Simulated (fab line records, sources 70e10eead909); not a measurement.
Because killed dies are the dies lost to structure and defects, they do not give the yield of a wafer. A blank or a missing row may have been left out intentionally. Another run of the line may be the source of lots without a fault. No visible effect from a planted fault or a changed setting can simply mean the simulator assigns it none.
Matching of chambers | flow nandHarc | 4 sister chambers for NHARC_A_SGD_CUT_CMP_21 on cmp-04
The step polishes, target thk 148.19 nm. 4 wafers are shown with their chamber, then 8 later ones without.

WAFERS PAIRED WITH THEIR CHAMBERS
wafer  | chamber | motorCurrentA (A)
L082.1 | 1       | 14.7
L082.2 | 3       | 12.8
L085.5 | 2       | 13.9
L090.1 | 0       | 13.0

WAFERS WHOSE CHAMBER IS MISSING
wafer  | motorCurrentA (A)
L090.2 | 14.9
L090.4 | 13.8
L093.1 | 13.0
L093.2 | 14.1
L093.3 | 14.6
L097.1 | 13.6
L097.3 | 13.2
L097.6 | 13.2

THE CHAMBER EACH PASSED THROUGH
wafer  | from the rows above     | in truth
L090.2 | 1                       | 1
L090.4 | 2                       | 2
L093.1 | can't be placed: 0 or 3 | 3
L093.2 | 2                       | 2
L093.3 | 1                       | 1
L097.1 | can't be placed: 2 or 0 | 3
L097.3 | can't be placed: 0 or 3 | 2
L097.6 | can't be placed: 0 or 3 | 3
4 of 8 placed correctly. These rows do not allow placing 4 (true chamber among the candidates in 2). Placed wrongly: 0.
How it was worked out, from the rows above alone: a wafer's distance from a chamber is the root of the sum, over the readings, of the square of ((its reading less the chamber's mean) divided by the reading's scatter). The wafer belongs to the nearest chamber; if the next one is less than 2 further off, it can't be placed. A chamber's mean is the mean of its shown wafers. The scatter: root of mean squared gap, hidden wafer to nearest shown wafer, with one shown wafer a chamber.
